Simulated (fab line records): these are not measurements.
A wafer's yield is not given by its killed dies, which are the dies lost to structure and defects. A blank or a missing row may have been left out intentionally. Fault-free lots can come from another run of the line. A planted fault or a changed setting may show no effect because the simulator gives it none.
fab line records	flow n5-finfet
[record] lots = 12	wafers = 31	last-day = 18
route steps=1938 shown BEOL_M9@1446 PASSIVATION@1936
lots untouched by any fault: they come from a run of this same line in which no faults occurred
start-h: hours from the record's opening day to when the first of the lot's shown wafers began	wait-h: hours from the lot's prior step to this one	" the same as in the row above	L1.1+2: several wafers, shown together as one row	- value missing, or start not given	* or withheld: withheld	< > ~ a bound
route shown NAME@n: a module of which the file shows steps, and the number in the route of the first	usual: the fault-free wafers' mean and standard deviation	same: alike in all rows	chamber/n: place in a boat	sites: per-site readings	_std_site: how widely they spread, as a standard deviation	_edge_site: outer sites' mean less inner sites'	radius-mm: for every site, how far away it sits from the centre of the wafer	mask NAME#n: copy n	behind: tool/chamber where the wafer was last shaped	hold: the reason the lot was held/the length of the hold in hours/how it ended	device: names the non-switching transistor (n, p or np)	end of line: at the end of the route, the tests of the same wafers	step lacking rows: just its recipe	killed: the dies lost at the first sort to structure and to defects; this is not the yield of the wafer	map: a wafer's dies, x killed, . not, _ none there
set.NAME: the setting the step ran with; set.NAME@STEP: the setting that earlier step ran with	model.NAME: the simulator's own value behind a step, which no gauge read
route steps across a sampled set of lots; one table per step, one row per wafer
services: from which hour (start-h, from the record's first day; less than 0 if before it) a tool's chamber was out of use, for how many hours, and why
[[steps]]
[step N5_BEOL_M9_TRENCH_ETCH_37]
[recipe] chemistry = C4F6/O2	target-depth-a = 1514.3	target = SiCOH_lowk	time-s = 49	ion-energy-ev = 250	pressure-mtorr = 30	source-w = 345	bias-w = 185	Ar_flow_sccm = 300	C4F6_flow_sccm = 10	O2_flow_sccm = 10
[usual] chamber-pressure-mTorr = 29.999/0.028	drypump-motor-current-A = 5.6/0.31	oes-product-au = 0.79/0.09	rf-vpp-V = 664/10	showerhead-plenum-p-Torr = 2.86/0.06	throttle-valve-pct = 20.87/0.16
lot.wafer	tool	chamber	start-h	wait-h	chamber-pressure-mTorr	drypump-motor-current-A	oes-product-au	rf-hours-counter-h	rf-vpp-V	showerhead-plenum-p-Torr	throttle-valve-pct
L115.2	rie-diel-01	1	-	-	30.012	6.0	0.67	246	672	2.90	21.23
L115.3	"	0	"	"	30.010	6.1	0.86	29	657	2.87	20.76
L115.5	"	0	"	"	30.015	6.1	0.86	-	654	2.87	20.78
L118.2	rie-diel-01	2	-	-	30.029	5.3	0.66	253	665	2.81	20.92
L118.4	"	2	"	"	30.015	5.3	0.66	-	666	2.81	20.92
L118.6	"	0	"	"	30.071	6.1	0.85	-	656	2.87	20.76
L121.2	rie-diel-06	2	-	-	29.983	5.6	0.69	217	648	2.82	21.11
L121.3	"	1	"	"	29.982	5.3	0.90	22	659	2.92	20.67
L119.5	rie-diel-05	1	-	-	30.001	5.3	0.80	-	681	2.83	20.57
L119.6	"	2	"	"	30.001	5.6	0.82	-	680	2.89	20.98
L124.4	rie-diel-06	3	-	-	29.974	5.3	0.80	110	655	2.75	20.95
L124.6	"	3	"	"	30.029	5.3	0.80	-	655	2.75	20.97
L125.1	rie-diel-01	3	-	-	29.936	5.7	0.72	235	677	2.92	20.74
L125.2	"	1	"	"	30.024	6.0	0.96	11	672	2.89	20.88
L125.4	"	2	"	"	29.995	5.3	0.98	2	666	2.81	20.67
L123.3	rie-diel-01	0	-	-	29.989	6.1	0.83	52	656	2.86	20.81
L123.4	"	1	"	"	29.986	6.0	0.94	11	672	2.89	20.88
L123.6	"	0	"	"	29.981	6.1	0.83	-	655	2.86	20.80
L126.1	rie-diel-01	0	-	-	30.040	6.1	0.82	54	656	2.86	20.81
L126.3	"	1	"	"	29.999	6.0	0.94	13	672	2.89	20.89
L127.2	rie-diel-05	0	-	-	30.023	6.0	0.73	198	671	2.97	20.96
L127.3	"	1	"	"	29.977	5.3	0.78	120	680	2.83	20.59
L127.6	"	2	"	"	30.037	5.6	0.81	-	677	2.88	20.97
L134.2	rie-diel-05	1	-	-	29.982	5.3	0.76	138	680	2.82	20.61
L134.3	"	2	"	"	29.971	5.6	0.79	103	678	2.87	21.02
L134.6	"	0	"	"	30.061	6.1	0.71	-	671	2.96	21.01
L135.1	rie-diel-01	0	-	-	29.962	6.1	0.80	76	654	2.85	20.83
L135.4	"	0	"	"	29.983	6.1	0.80	-	655	2.85	20.83
L135.6	"	2	"	"	30.039	5.3	0.91	-	665	2.80	20.71
L136.1	rie-diel-06	2	-	-	29.996	5.6	0.67	244	650	2.81	21.16
L136.4	"	2	"	"	29.966	5.6	0.67	-	650	2.81	21.15
[step N5_BEOL_M9_DEGAS_44]
[recipe] ambient = vacuum	temp-c = 250	time-s = 60
[usual] heater-power-w = 326/45
lot.wafer	tool	chamber	start-h	wait-h	heater-power-w
L115.2	pvd-sputter-01	-	225.87	0.3	315
L115.3	"	-	"	"	298
L115.5	"	-	"	"	299
L118.2	pvd-sputter-03	-	246.26	0.7	362
L118.4	"	-	"	"	419
L118.6	"	-	"	"	356
L121.2	pvd-sputter-02	-	267.06	1.0	278
L121.3	"	-	"	"	373
L119.5	pvd-sputter-03	-	269.68	0.1	366
L119.6	"	-	"	"	418
L125.1	pvd-sputter-02	-	285.43	0.3	379
L125.2	"	-	"	"	357
L125.4	"	-	"	"	355
L124.4	pvd-sputter-02	-	285.71	0.3	365
L124.6	"	-	"	"	370
L123.3	pvd-sputter-02	-	286.31	0.6	374
L123.4	"	-	"	"	361
L123.6	"	-	"	"	278
L127.2	pvd-sputter-01	-	291.98	0.2	266
L127.3	"	-	"	"	306
L127.6	"	-	"	"	271
L126.1	pvd-sputter-01	-	292.19	0.5	307
L126.3	"	-	"	"	298
L134.2	pvd-sputter-03	-	341.82	0.3	421
L134.3	"	-	"	"	341
L134.6	"	-	"	"	349
L135.1	pvd-sputter-02	-	347.73	0.7	372
L135.4	"	-	"	"	372
L135.6	"	-	"	"	352
L136.1	pvd-sputter-01	-	369.56	0.3	301
L136.4	"	-	"	"	318
[step N5_BEOL_M9_ALD_74]
[recipe] material = TaN	target-thk-a = 20	temp-c = 275	ald-precursor-family = PDMAT	ald-co-reactant = NH3	pressure-torr = 3	carrier-flow-sccm = 1500	pulse-time-s = 2	purge-time-s = 3	co-reactant-purge-time-s = 2	co-reactant-pulse-time-s = 3	ald-cycles = 40	precursor-vessel-temp-c = 75	precursor-vessel-pressure-torr = 26.25	precursor-vessel-carrier-sccm = 1000
[usual] ald-cycles = 40/0	chamber-pressure-Torr = 3.001/0.0067	heater-power-w = 419/36
[same] purge-time-s = 3
lot.wafer	tool	chamber	start-h	wait-h	ald-cycles	chamber-pressure-Torr	heater-power-w
L115.2	ald-metal-04	2	226.02	0.1	40	2.998	375
L115.3	"	0	"	"	40	3.006	433
L115.5	"	1	"	"	40	3.008	421
L118.2	ald-metal-04	2	246.38	0.1	40	3.005	367
L118.4	"	0	"	"	40	3.006	432
L118.6	"	1	"	"	40	3.005	412
L121.2	ald-metal-03	3	267.17	0.0	40	2.997	413
L121.3	"	2	"	"	40	2.996	512
L119.5	ald-metal-02	0	269.96	0.2	40	3.009	450
L119.6	"	1	"	"	40	2.997	417
L125.1	ald-metal-02	2	285.53	0.0	40	3.010	450
L125.2	"	1	"	"	40	3.008	407
L125.4	"	0	"	"	40	3.005	433
L124.4	ald-metal-02	0	285.81	0.0	40	3.004	437
L124.6	"	1	"	"	40	3.006	399
L123.3	ald-metal-02	1	286.41	0.0	66	3.009	413
L123.4	"	3	"	"	40	3.014	412
L123.6	"	0	"	"	66	2.994	438
L127.2	ald-metal-02	1	292.13	0.1	40	2.999	407
L127.3	"	3	"	"	66	3.011	423
L127.6	"	1	"	"	66	2.998	422
L126.1	ald-metal-02	3	292.43	0.2	40	3.008	430
L126.3	"	1	"	"	66	3.004	421
L134.2	ald-metal-03	0	342.01	0.1	40	3.000	416
L134.3	"	1	"	"	40	2.996	440
L134.6	"	1	"	"	40	2.990	445
L135.1	ald-metal-03	1	347.83	0.0	40	3.007	446
L135.4	"	2	"	"	40	3.011	510
L135.6	"	0	"	"	40	2.990	412
L136.1	ald-metal-04	3	369.66	0.0	40	2.998	335
L136.4	"	0	"	"	40	3.004	417
[step N5_BEOL_M9_ANNEAL_51]
[recipe] temp-c = 225	time-s = 90	ambient = N2
[usual] wafer_temp_C_max = 225.80/0.21
lot.wafer	tool	chamber	start-h	wait-h	wafer_temp_C_max
L115.2	rtp-anneal-02	0	227.33	0.6	225.84
L115.3	"	0	"	"	225.61
L115.5	"	0	"	"	225.65
L118.2	rtp-anneal-02	0	247.26	0.2	225.83
L118.4	"	0	"	"	225.90
L118.6	"	0	"	"	225.63
L121.2	rtp-anneal-02	0	267.97	0.1	225.69
L121.3	"	0	"	"	225.52
L119.5	rtp-anneal-02	0	271.02	0.2	225.87
L119.6	"	0	"	"	225.58
L125.1	rtp-anneal-01	0	286.43	0.3	225.91
L125.2	"	0	"	"	225.63
L125.4	"	0	"	"	225.59
L124.4	rtp-anneal-02	0	286.94	0.3	225.66
L124.6	"	0	"	"	225.93
L123.3	rtp-anneal-01	0	288.54	0.1	225.75
L123.4	"	0	"	"	225.78
L123.6	"	0	"	"	225.71
L127.2	rtp-anneal-02	0	293.61	0.7	225.89
L127.3	"	0	"	"	225.83
L127.6	"	0	"	"	225.84
L126.1	rtp-anneal-02	0	293.84	0.6	225.71
L126.3	"	0	"	"	226.09
L134.2	rtp-anneal-02	0	343.05	0.1	225.93
L134.3	"	0	"	"	225.72
L134.6	"	0	"	"	225.37
L135.1	rtp-anneal-02	0	348.88	0.2	225.53
L135.4	"	0	"	"	225.57
L135.6	"	0	"	"	225.90
L136.1	rtp-anneal-01	0	372.03	0.1	225.95
L136.4	"	0	"	"	225.55
[step N5_PASSIVATION_PROBE_49]
[usual] defect-limited-yield = 91.7/1.7	killed_at_M0_to_M3 = 34/10	killed_at_M4_up = 13/5.1	killed-at-contacts = 12/6.2	killed-at-front-end = 36/12	killed-at-other = 3.2/2.6	killed-dies = 98/20	killed-on-rim = 13/4.5	killed-open = 65/13	killed-short = 32/8.4	sort_bin_5_function = 4.8/1.1	sort_bin_6_memory = 3.2/0.74	sort_bin_8_speed = 0.00/0.012	sort-n-pass = 1082/20	sort-yield-pct = 91.7/1.7
[same] gross-dies = 1180	killed-at-back-side = 0	sort_bin_4_leakage[%] = 0
lot.wafer	tool	chamber	start-h	wait-h	defect-limited-yield[%]	killed_at_M0_to_M3	killed_at_M4_up	killed-at-contacts	killed-at-front-end	killed-at-other	killed-dies	killed-on-rim	killed-open	killed-short	sort_bin_5_function[%]	sort_bin_6_memory[%]	sort_bin_8_speed[%]	sort-n-pass	sort-yield-pct[%]
L118.2	prober-01	-	308.77	0.1	93.2	37	17	7	17	2	80	9	57	21	3.6	2.9	0	1100	93.2
L118.4	prober-01	-	308.87	0.2	91.6	43	17	9	30	0	99	9	69	29	5.8	2.4	0	1081	91.6
L118.6	prober-01	-	308.97	0.3	91.5	43	17	11	29	0	100	10	64	34	5.3	2.8	0	1080	91.5
// killed by level:class
L118.2 BEOL_M2:geometric-particle:open=11 DUMMY_GATE:geometric-particle:open=7 MOL_CONTACT_COAG:geometric-particle:open=7 BEOL_M0_SAQP:geometric-particle:short=7 BEOL_M1:geometric-particle:open=6 BEOL_M0:geometric-particle:open=5 STI_FIN_REVEAL:geometric-particle:open=4 BEOL_M4:geometric-particle:open=4
L118.4 BEOL_M4:geometric-particle:open=10 BEOL_M0_SAQP:geometric-particle:open=8 MOL_CONTACT_COAG:geometric-particle:open=8 BEOL_M0_SAQP:geometric-particle:short=7 FIN_SAQP:geometric-particle:open=6 BEOL_M2:geometric-particle:open=6 BEOL_M3:geometric-particle:open=6 BEOL_M0:geometric-particle:open=5
L118.6 BEOL_M2:geometric-particle:open=15 MOL_CONTACT_COAG:geometric-particle:open=11 BEOL_M0_SAQP:geometric-particle:short=8 FIN_SAQP:geometric-particle:short=7 BEOL_M3:geometric-particle:open=7 GATE_CUT:geometric-particle:open=5 BEOL_M4:geometric-particle:short=5 BEOL_M0_SAQP:geometric-particle:open=4
[[services]]
tool	chamber	start-h	hours	kind
rie-diel-01	1	239.29	-	clean
rie-diel-01	1	239.29	-	consumable-replace:focus-ring
rie-diel-01	1	239.29	17.8	scheduled-down
rie-diel-01	1	239.29	17.8	vent-cycle
rie-diel-01	2	257.19	-	clean
rie-diel-01	2	257.19	-	consumable-replace:focus-ring
rie-diel-01	2	257.19	19.0	scheduled-down
rie-diel-01	2	257.19	19.0	vent-cycle
pvd-sputter-01	-	260.51	3.0	repair
rie-diel-06	0	274.36	3.1	repair
ald-metal-02	0	281.63	3.5	repair
ald-metal-04	-	282.81	14.6	pm
rie-diel-06	3	294.02	4.3	repair
rie-diel-05	3	300.48	-	clean
rie-diel-05	3	300.48	-	consumable-replace:focus-ring
rie-diel-05	3	300.48	12.2	scheduled-down
ald-metal-02	1	328.48	48.2	repair
rie-diel-01	3	329.15	-	clean
rie-diel-01	3	329.15	-	consumable-replace:focus-ring
rie-diel-01	3	329.15	21.2	scheduled-down
rie-diel-01	3	329.15	21.2	vent-cycle
rie-diel-06	-	331.77	14.6	pm
ald-metal-04	-	337.25	14.0	pm
ald-metal-02	-	346.50	6.0	pm
[[key]]
[first-sign] step = N5_BEOL_M9_ALD_74	reading = ald-cycles	direction = up	sigmas = 99+	usual = *	struck = *
effect none on later readings
met-at N5_BEOL_M9_ALD_74
struck-lots L123,L126,L127
struck-wafers L123.3,L123.6,L126.3,L127.3,L127.6
not-acting-at N5_BEOL_M9_TRENCH_ETCH_37,N5_BEOL_M9_DEGAS_44,N5_BEOL_M9_ANNEAL_51
onset-between 285.81 286.41
[fault] kind = process-parameter-drift	tool = ald-metal-02	chamber = -	onset-h = 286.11	steps = N5_BEOL_M9_ALD_74	channel = ald-cycles	offset = *	shape = step	end-h = 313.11	scope = struck-wafers-only	acts-in = *	stated = *
